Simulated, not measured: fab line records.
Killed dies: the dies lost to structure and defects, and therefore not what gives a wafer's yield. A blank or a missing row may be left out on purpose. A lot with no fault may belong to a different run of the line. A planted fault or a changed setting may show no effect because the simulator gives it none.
fab line records	flow n5_finfet
[record] lots = 10	wafers = 30	last_day = 18
route steps=1938 shown BEOL_M11@1556 PASSIVATION@1936
lots with no fault: from the same line, run without faults
start_h: start of the lot's first displayed wafer, in hours after the record's first day	wait_h: hours elapsed since this lot's preceding step	" unchanged from the row above	L1.1+2: several wafers, shown together as one row	- no value present, or no start provided	* or withheld: withheld	< > ~ a bound
route shown NAME@n: names a module that has steps shown in the file, with the first one's number in the route	usual: average and standard deviation across the fault-free wafers	same: alike in all rows	chamber/n: place in a boat	sites: the reading at each site	_std_site: standard deviation across them	_edge_site: mean of outer sites minus mean of inner sites	radius_mm: how far each site lies from the wafer's centre	mask NAME#n: copy n	behind: tool/chamber where the wafer was last shaped	hold: why the lot was held/for how many hours/how that ended	device: transistor that didn't switch, given as n, p or np	end of line: tests of these same wafers at the route's end	a step without rows: its recipe alone	killed: at the first sort, the dies lost to defects and structure; wafer yield is something else	map: the dies of a wafer, with x for killed, . for not killed, _ for no die there
set.NAME: the setting that was run; set.NAME@STEP: the one run at that earlier step	model.NAME: the simulator's own value behind a step, which no gauge read
a sample of lots followed through the steps of the route, with each step as a table and each wafer as a row
services: a tool's chamber out of use, with start hour (start_h, from the record's first day; less than 0 if before it), hours out, and reason
[[steps]]
[step N5_BEOL_M11_STRIP_67]
[recipe] chemistry = CF4	resist = SiARC	power_w = 300	bias_power_w = 75	pressure_mtorr = 50	cf4_flow_sccm = 150	rf_frequency_hz = 6e+07
[usual] drypump_motor_current_A = 5.6/0.48	oes_product_au = 0.78/0.084	rf_vpp_V = 271.3/1.4	showerhead_plenum_p_Torr = 1.80/0.048	throttle_valve_pct = 13.63/0.29
lot.wafer	tool	chamber	start_h	wait_h	drypump_motor_current_A	oes_product_au	rf_hours_counter_h	rf_vpp_V	showerhead_plenum_p_Torr	throttle_valve_pct
L293.1	rie_diel-04	1	240.01	0.0	5.6	0.77	128	271.4	1.80	13.88
L293.5	"	2	"	"	6.5	0.68	-	267.7	1.70	13.64
L293.6	"	0	"	"	6.1	0.72	-	271.0	1.79	13.71
L296.3	rie_diel-03	1	255.58	0.0	5.1	0.73	173	271.5	1.80	13.72
L296.5	"	0	"	"	5.4	0.83	-	271.4	1.75	13.53
L296.6	"	1	"	"	5.1	0.75	-	271.2	1.80	13.72
L298.2	rie_diel-05	2	279.47	0.0	5.2	0.71	208	270.0	1.77	13.56
L298.3	"	1	"	"	5.6	0.70	212	270.6	1.77	13.79
L298.6	"	2	"	"	5.2	0.71	-	270.4	1.77	13.57
L302.1	rie_diel-05	3	298.69	0.0	5.8	0.73	199	270.0	1.78	13.79
L302.5	"	0	"	"	5.8	0.71	-	270.7	1.85	13.90
L302.6	"	3	"	"	5.9	0.73	-	270.4	1.78	13.78
L304.1	rie_diel-04	2	310.93	0.0	6.5	0.93	14	273.2	1.90	13.11
L304.5	"	0	"	"	6.2	0.70	-	270.4	1.78	13.79
L304.6	"	1	"	"	5.5	0.75	-	270.9	1.80	13.93
L307.1	rie_diel-03	0	326.79	0.0	5.5	0.81	101	270.8	1.74	13.58
L307.2	"	3	"	"	5.6	0.72	203	272.9	1.85	14.00
L307.5	"	0	"	"	5.5	0.82	-	270.7	1.74	13.56
L309.1	rie_diel-04	3	330.83	0.0	5.0	0.92	17	269.1	1.76	13.33
L309.2	"	0	"	"	6.2	0.70	236	271.1	1.78	13.79
L309.5	"	2	"	"	6.5	0.91	-	272.3	1.90	13.12
L306.1	rie_diel-05	2	341.48	0.0	5.3	0.70	227	269.6	1.76	13.61
L306.3	"	1	"	"	5.5	0.68	231	270.1	1.77	13.83
L306.5	"	1	"	"	5.6	0.69	-	271.3	1.77	13.84
L311.1	rie_diel-04	1	375.79	0.0	5.6	0.74	172	269.9	1.79	14.01
L311.4	"	2	"	"	6.5	0.89	35	272.4	1.90	13.16
L311.5	"	1	"	"	5.5	0.75	-	271.8	1.79	13.99
L315.1	rie_diel-04	1	399.31	0.0	5.5	0.73	184	271.8	1.79	14.02
L315.5	"	2	"	"	6.5	0.86	-	273.8	1.89	13.16
L315.6	"	3	"	"	5.0	0.88	-	268.5	1.75	13.38
[step N5_BEOL_M11_HM_OPEN_17]
[recipe] chemistry = Cl2/BCl3	target_depth_a = 200	overetch_a = 60	target = TiN	mask_material = SOC	ion_energy_ev = 150	pressure_mtorr = 10	icp_w = 1000	bias_w = 126	Cl2_flow_sccm = 53.25	bcl3_flow_sccm = 21.75	Ar_flow_sccm = 25
[usual] bias_w = 126.0/0.4	drypump_motor_current_A = 5.7/0.39	oes_product_au = 0.68/0.092	rf_fwd_power_W = 993/3.2	throttle_valve_pct = 22.10/0.18
lot.wafer	tool	chamber	start_h	wait_h	bias_w	drypump_motor_current_A	oes_product_au	rf_fwd_power_W	rf_hours_counter_h	throttle_valve_pct
L293.1	rie_metal-02	0	240.05	0.0	126.0	5.8	0.59	994	85	21.98
L293.5	"	1	"	"	125.3	5.3	0.72	989	-	22.35
L293.6	"	0	"	"	126.4	5.7	0.59	992	-	21.98
L296.3	rie_metal-01	0	255.65	0.1	126.6	5.3	0.79	985	-	21.89
L296.5	"	0	"	"	126.1	5.4	0.79	991	-	21.88
L296.6	"	1	"	"	125.4	6.3	0.56	996	-	22.05
L298.2	rie_metal-01	0	279.51	0.0	126.7	5.4	0.80	993	4	21.87
L298.3	"	0	"	"	126.2	5.4	0.78	989	-	21.88
L298.6	"	0	"	"	126.7	5.3	0.78	988	-	21.88
L302.1	rie_metal-03	0	298.73	0.0	126.0	6.1	0.64	996	45	22.31
L302.5	"	1	"	"	126.1	5.7	0.75	989	-	22.27
L302.6	"	0	"	"	125.7	6.1	0.64	996	-	22.33
L304.1	rie_metal-03	1	310.97	0.0	126.2	5.7	0.74	997	17	22.26
L304.5	"	0	"	"	126.4	6.2	0.64	996	-	22.29
L304.6	"	1	"	"	126.6	5.7	0.75	998	-	22.26
L307.1	rie_metal-01	0	326.83	0.0	126.5	5.3	0.76	992	9	21.88
L307.2	"	1	"	"	126.2	6.3	0.54	993	113	22.09
L307.5	"	0	"	"	126.1	5.3	0.77	992	-	21.90
L309.1	rie_metal-02	0	330.87	0.0	126.6	5.8	0.57	991	92	21.99
L309.2	"	0	"	"	126.7	5.8	0.58	993	-	22.00
L309.5	"	0	"	"	126.3	5.8	0.57	994	-	22.00
L306.1	rie_metal-01	0	341.52	0.0	126.3	5.3	0.75	994	11	21.88
L306.3	"	0	"	"	126.2	5.3	0.75	995	-	21.87
L306.5	"	0	"	"	126.2	5.3	0.76	991	-	21.86
L311.1	rie_metal-02	1	375.83	0.0	126.1	5.3	0.67	996	31	22.39
L311.4	"	1	"	"	126.5	5.2	0.67	996	-	22.38
L311.5	"	1	"	"	126.0	5.2	0.68	994	-	22.40
L315.1	rie_metal-03	1	399.36	0.0	126.6	5.7	0.72	993	26	22.25
L315.5	"	1	"	"	126.1	5.7	0.72	996	-	22.29
L315.6	"	0	"	"	125.8	6.1	0.63	991	-	22.30
[step N5_BEOL_M11_EXPOSE_25]
[recipe] mask_id = V10	na = 1.35	source_shape = annular	sigma_inner = 0.5	sigma_outer = 0.8	polarization = unpolarized	dose_mj = 85.5
[usual] exposure_dose_mJ_cm2 = 85.43/0.076
[same] sigma_outer = 0.8
lot.wafer	tool	chamber	start_h	wait_h	mask	exposure_dose_mJ_cm2
L293.1	arfi_scanner-01	0	242.39	-	V10#0	85.40
L293.5	"	0	"	"	V10#0	85.36
L293.6	"	0	"	"	V10#0	85.33
L296.3	arfi_scanner-01	0	256.76	-	V10#0	85.50
L296.5	"	0	"	"	V10#0	85.49
L296.6	"	0	"	"	V10#0	85.54
L298.2	arfi_scanner-02	0	280.31	-	V10#0	85.38
L298.3	"	0	"	"	V10#0	85.50
L298.6	"	0	"	"	V10#0	85.47
L302.1	arfi_scanner-02	0	300.00	-	V10#0	85.46
L302.5	"	0	"	"	V10#0	85.53
L302.6	"	0	"	"	V10#0	85.47
L304.1	arfi_scanner-01	0	311.52	-	V10#0	85.44
L304.5	"	0	"	"	V10#0	85.40
L304.6	"	0	"	"	V10#0	85.39
L307.1	arfi_scanner-02	0	328.55	-	V10#0	85.38
L307.2	"	0	"	"	V10#0	85.52
L307.5	"	0	"	"	V10#0	85.42
L309.1	arfi_scanner-01	0	334.18	-	V10#0	85.48
L309.2	"	0	"	"	V10#0	85.37
L309.5	"	0	"	"	V10#0	85.34
L306.1	arfi_scanner-01	0	344.92	-	V10#0	90.15
L306.3	"	0	"	"	V10#0	90.26
L306.5	"	0	"	"	V10#0	90.29
L311.1	arfi_scanner-01	0	378.44	-	V10#0	89.19
L311.4	"	0	"	"	V10#0	89.32
L311.5	"	0	"	"	V10#0	89.26
L315.1	arfi_scanner-03	0	399.91	-	V10#0	85.42
L315.5	"	0	"	"	V10#0	85.51
L315.6	"	0	"	"	V10#0	85.43
[step N5_BEOL_M11_CD_MEAS_28]
[recipe] target_cd_nm = 70	landing_energy_ev = 500	detector = se_inlens	polarity = opening
[usual] cd_nm = 70.4/0.94
lot.wafer	tool	chamber	start_h	wait_h	cd_nm
L293.1	cd_sem-02	0	242.52	-	70.5
L293.5	"	0	"	"	68.5
L293.6	"	0	"	"	69.8
L296.3	cd_sem-01	0	256.88	-	71.1
L296.5	"	0	"	"	70.9
L296.6	"	0	"	"	71.6
L298.2	cd_sem-01	0	280.44	-	70.4
L298.3	"	0	"	"	71.0
L298.6	"	0	"	"	72.2
L302.1	cd_sem-02	0	300.13	-	70.4
L302.5	"	0	"	"	70.3
L302.6	"	0	"	"	70.7
L304.1	cd_sem-03	0	311.66	-	68.9
L304.5	"	0	"	"	67.4
L304.6	"	0	"	"	70.1
L307.1	cd_sem-02	0	328.68	-	70.3
L307.2	"	0	"	"	70.6
L307.5	"	0	"	"	70.4
L309.1	cd_sem-02	0	334.31	-	70.7
L309.2	"	0	"	"	70.9
L309.5	"	0	"	"	70.5
L306.1	cd_sem-02	0	345.05	-	74.0
L306.3	"	0	"	"	75.2
L306.5	"	0	"	"	75.8
L311.1	cd_sem-03	0	378.57	-	73.0
L311.4	"	0	"	"	73.2
L311.5	"	0	"	"	74.9
L315.1	cd_sem-01	0	400.04	-	71.5
L315.5	"	0	"	"	69.5
L315.6	"	0	"	"	69.4
[step N5_BEOL_M11_INSPECT_30]
[recipe] mode = adi	inspect_instrument = brightfield
[usual] raw_defect_count = 382/88
lot.wafer	tool	chamber	start_h	wait_h	raw_defect_count
L293.1	defect_inspect-01	-	242.57	0.0	327
L293.5	"	-	"	"	397
L293.6	"	-	"	"	385
L296.3	defect_inspect-02	-	256.93	0.0	481
L296.5	"	-	"	"	350
L296.6	"	-	"	"	472
L298.2	defect_inspect-02	-	280.49	0.0	464
L298.3	"	-	"	"	415
L298.6	"	-	"	"	320
L302.1	defect_inspect-01	-	300.19	0.0	362
L302.5	"	-	"	"	325
L302.6	"	-	"	"	359
L304.1	defect_inspect-02	-	311.71	0.0	369
L304.5	"	-	"	"	270
L304.6	"	-	"	"	463
L307.1	defect_inspect-02	-	328.74	0.0	445
L307.2	"	-	"	"	379
L307.5	"	-	"	"	394
L309.1	defect_inspect-02	-	334.37	0.0	368
L309.2	"	-	"	"	385
L309.5	"	-	"	"	305
L306.1	defect_inspect-01	-	345.10	0.0	256
L306.3	"	-	"	"	232
L306.5	"	-	"	"	308
L311.1	defect_inspect-02	-	378.63	0.0	568
L311.4	"	-	"	"	622
L311.5	"	-	"	"	438
L315.1	defect_inspect-02	-	400.10	0.0	330
L315.5	"	-	"	"	418
L315.6	"	-	"	"	459
[step N5_PASSIVATION_PROBE_49]
[usual] defect_limited_yield = 91.4/1.3	killed_at_M0_to_M3 = 34/10	killed_at_M4_up = 14/5.6	killed_at_contacts = 13/5.9	killed_at_front_end = 37/9.9	killed_at_other = 3.5/2.8	killed_dies = 101/15	killed_open = 67/12	killed_short = 32/6.6	sort_bin_4_leakage = 0.00/0.014	sort_bin_5_function = 5.0/0.81	sort_bin_6_memory = 3.2/0.66	sort_n_pass = 1079/15	sort_yield_pct = 91.4/1.3
[same] gross_dies = 1180	killed_at_back_side = 0	sort_bin_8_speed[%] = 0
lot.wafer	tool	chamber	start_h	wait_h	defect_limited_yield[%]	killed_at_M0_to_M3	killed_at_M4_up	killed_at_contacts	killed_at_front_end	killed_at_other	killed_dies	killed_open	killed_short	sort_bin_4_leakage[%]	sort_bin_5_function[%]	sort_bin_6_memory[%]	sort_n_pass	sort_yield_pct[%]
L298.3	prober-02	-	323.89	0.1	91.9	29	17	16	31	2	95	68	27	0	4.7	3.3	1085	91.9
L298.6	prober-02	-	324.04	0.3	92.1	23	9	11	42	8	93	51	42	0	4.7	2.6	1087	92.1
L302.1	prober-02	-	337.09	0.0	91.9	45	8	10	29	4	96	68	28	0	4.9	3.1	1084	91.9
L302.5	prober-02	-	337.29	0.2	90.5	43	18	4	46	1	112	78	34	0	5.3	4.0	1068	90.5
L302.6	prober-02	-	337.34	0.3	89.1	57	11	11	45	5	129	86	43	0	6.4	4.2	1051	89.1
L304.1	prober-01	-	352.87	0.0	91.3	35	16	16	33	3	103	72	28	0	5.6	2.7	1077	91.3
L304.5	prober-01	-	353.07	0.2	92.0	18	35	6	33	2	94	65	29	0	5.1	2.5	1086	92.0
L304.6	prober-01	-	353.12	0.3	92.0	13	17	7	54	3	94	66	27	0	4.1	3.6	1086	92.0
L306.3	prober-02	-	396.66	0.1	93.0	20	11	18	33	1	83	59	20	0	3.9	2.8	1097	93.0
L311.1	prober-02	-	418.65	0.6	89.9	29	20	19	47	4	119	81	36	0	6.0	3.6	1061	89.9
L311.4	prober-02	-	418.80	0.7	93.5	26	15	10	20	6	77	42	34	0	4.2	2.2	1103	93.5
L311.5	prober-02	-	418.85	0.8	90.3	37	24	13	38	2	114	82	28	0	5.8	3.5	1066	90.3
// killed by level:class
L298.3 MOL_CONTACT_COAG:geometric_particle:open=16 BEOL_M0_SAQP:geometric_particle:short=9 BEOL_M0_SAQP:geometric_particle:open=8 BEOL_M4:geometric_particle:open=8 GATE_CUT:geometric_particle:short=7 BEOL_M2:geometric_particle:open=7 STI_FIN_REVEAL:geometric_particle:open=6 FIN_SAQP:geometric_particle:open=4
L298.6 FIN_SAQP:geometric_particle:open=12 MOL_CONTACT_COAG:geometric_particle:open=10 FIN_SAQP:geometric_particle:short=7 BEOL_M0_SAQP:geometric_particle:short=6 STI_FIN_REVEAL:geometric_particle:open=5 BEOL_M2:geometric_particle:short=4 BEOL_M2:geometric_particle:open=4 STI_FIN_REVEAL:geometric_particle:short=3
L302.1 BEOL_M0_SAQP:geometric_particle:open=9 MOL_CONTACT_COAG:geometric_particle:open=8 BEOL_M2:geometric_particle:open=8 STI_FIN_REVEAL:geometric_particle:open=7 BEOL_M0_SAQP:geometric_particle:short=7 BEOL_M3:geometric_particle:open=7 BEOL_M1:geometric_particle:open=6 FIN_SAQP:geometric_particle:short=4
L302.5 BEOL_M2:geometric_particle:open=15 STI_FIN_REVEAL:geometric_particle:open=11 BEOL_M0_SAQP:geometric_particle:short=7 BEOL_M5:geometric_particle:open=6 FIN_SAQP:geometric_particle:open=6 BEOL_M4:geometric_particle:open=6 BEOL_M1:geometric_particle:open=5 BEOL_M3:geometric_particle:open=5
L302.6 BEOL_M0_SAQP:geometric_particle:short=14 BEOL_M0_SAQP:geometric_particle:open=13 BEOL_M1:geometric_particle:open=11 DUMMY_GATE:geometric_particle:open=9 MOL_CONTACT_COAG:geometric_particle:open=9 FIN_SAQP:geometric_particle:short=7 STI_FIN_REVEAL:geometric_particle:open=7 BEOL_M2:geometric_particle:open=7
L304.1 MOL_CONTACT_COAG:geometric_particle:open=14 STI_FIN_REVEAL:geometric_particle:open=12 FIN_SAQP:geometric_particle:open=9 BEOL_M2:geometric_particle:open=7 BEOL_M4:geometric_particle:open=7 BEOL_M3:geometric_particle:short=5 BEOL_M1:geometric_particle:open=5 BEOL_M0_SAQP:geometric_particle:short=4
L304.5 BEOL_M4:geometric_particle:open=16 STI_FIN_REVEAL:geometric_particle:open=10 BEOL_M5:geometric_particle:open=9 DUMMY_GATE:geometric_particle:open=7 BEOL_M0_SAQP:geometric_particle:open=7 BEOL_M0_SAQP:geometric_particle:short=6 FIN_SAQP:geometric_particle:short=4 MOL_CONTACT_COAG:geometric_particle:open=4
L304.6 FIN_SAQP:geometric_particle:open=18 STI_FIN_REVEAL:geometric_particle:open=13 FIN_SAQP:geometric_particle:short=8 BEOL_M4:geometric_particle:open=6 BEOL_M1:geometric_particle:open=5 MOL_CONTACT_COAG:geometric_particle:open=4 BEOL_M6:geometric_particle:open=4 DUMMY_GATE:geometric_particle:open=3
L306.3 MOL_CONTACT_COAG:geometric_particle:open=16 STI_FIN_REVEAL:geometric_particle:open=12 BEOL_M1:geometric_particle:open=8 FIN_SAQP:geometric_particle:open=6 STI_FIN_REVEAL:geometric_particle:short=4 BEOL_M0_SAQP:geometric_particle:open=3 BEOL_M0_SAQP:geometric_particle:short=3 ILD0:geometric_particle:open=2
L311.1 MOL_CONTACT_COAG:geometric_particle:open=15 STI_FIN_REVEAL:geometric_particle:open=14 BEOL_M3:geometric_particle:open=8 BEOL_M0_SAQP:geometric_particle:short=7 FIN_SAQP:geometric_particle:short=5 FIN_SAQP:geometric_particle:open=5 DUMMY_GATE:geometric_particle:open=5 BEOL_M6:geometric_particle:open=5
L311.4 BEOL_M0_SAQP:geometric_particle:short=14 MOL_CONTACT_COAG:geometric_particle:open=8 BEOL_M4:geometric_particle:open=8 STI_FIN_REVEAL:geometric_particle:open=4 BEOL_M0_SAQP:geometric_particle:open=4 BEOL_M2:geometric_particle:open=4 ILD0:geometric_particle:short=3 STARTING-WAFER:geometric_particle:short=3
L311.5 STI_FIN_REVEAL:geometric_particle:open=13 MOL_CONTACT_COAG:geometric_particle:open=11 BEOL_M2:geometric_particle:open=10 BEOL_M3:geometric_particle:open=9 BEOL_M0_SAQP:geometric_particle:open=6 BEOL_M4:geometric_particle:open=6 FIN_SAQP:geometric_particle:open=5 BEOL_M0_SAQP:geometric_particle:short=5
[[services]]
tool	chamber	start_h	hours	kind
arfi_scanner-01	-	218.80	3.1	pm
arfi_scanner-01	-	229.33	1.0	pm
arfi_scanner-02	-	254.03	5.2	repair
rie_metal-03	0	260.76	36.1	repair
arfi_scanner-01	-	262.27	1.3	pm
arfi_scanner-01	-	266.20	0.5	repair
rie_diel-04	3	285.00	27.2	repair
rie_metal-02	1	294.58	2.0	repair
arfi_scanner-02	-	298.53	1.0	pm
rie_metal-02	-	299.12	14.6	pm
arfi_scanner-02	-	307.03	3.9	pm
arfi_scanner-02	-	318.07	0.8	pm
rie_diel-04	0	322.48	6.7	repair
rie_metal-02	1	325.37	6.3	repair
arfi_scanner-02	-	329.61	1.3	pm
arfi_scanner-02	-	333.17	3.1	pm
rie_diel-04	-	351.21	1.5	repair
rie_metal-01	-	365.07	14.6	pm
rie_diel-05	1	366.16	8.4	repair
rie_diel-05	-	374.16	14.6	pm
rie_diel-04	3	378.16	8.3	repair
arfi_scanner-01	-	387.77	1.3	pm
rie_diel-05	0	389.04	11.5	repair
arfi_scanner-01	-	398.33	1.0	pm
[[key]]
[first_sign] step = N5_BEOL_M11_EXPOSE_25	reading = exposure_dose_mJ_cm2	direction = up	sigmas = 57	usual = 85.43	struck = 89.74
[effect] step = N5_BEOL_M11_CD_MEAS_28	reading = cd_nm	direction = up	sigmas = 4.2	usual = 70.4	struck = 74.3	through = control_loop
met_at N5_BEOL_M11_EXPOSE_25
struck_lots L306,L311
[loop_trim] step = N5_BEOL_M11_EXPOSE_25	setting = dose	lots = L311
not_acting_at N5_BEOL_M11_STRIP_67,N5_BEOL_M11_HM_OPEN_17,N5_BEOL_M11_INSPECT_30
onset_between 334.18 344.92
[earlier_fault] kind = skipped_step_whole	tool = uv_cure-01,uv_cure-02	chamber = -	onset_h = 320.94	steps = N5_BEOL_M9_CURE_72	scope = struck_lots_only
[earlier_fault] kind = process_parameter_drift	tool = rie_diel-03	chamber = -	onset_h = 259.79	steps = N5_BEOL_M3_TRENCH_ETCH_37	channel = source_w	offset = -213	shape = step	acts_in = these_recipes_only	stated = 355
[fault] kind = process_parameter_drift	tool = arfi_scanner-01	chamber = -	onset_h = 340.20	steps = N5_BEOL_M11_EXPOSE_25	channel = dose_mj	offset = 4.8175	shape = step	acts_in = these_recipes_only	stated = 85.5
// loop_trim: a control loop set the setting to another value than it would have without faults
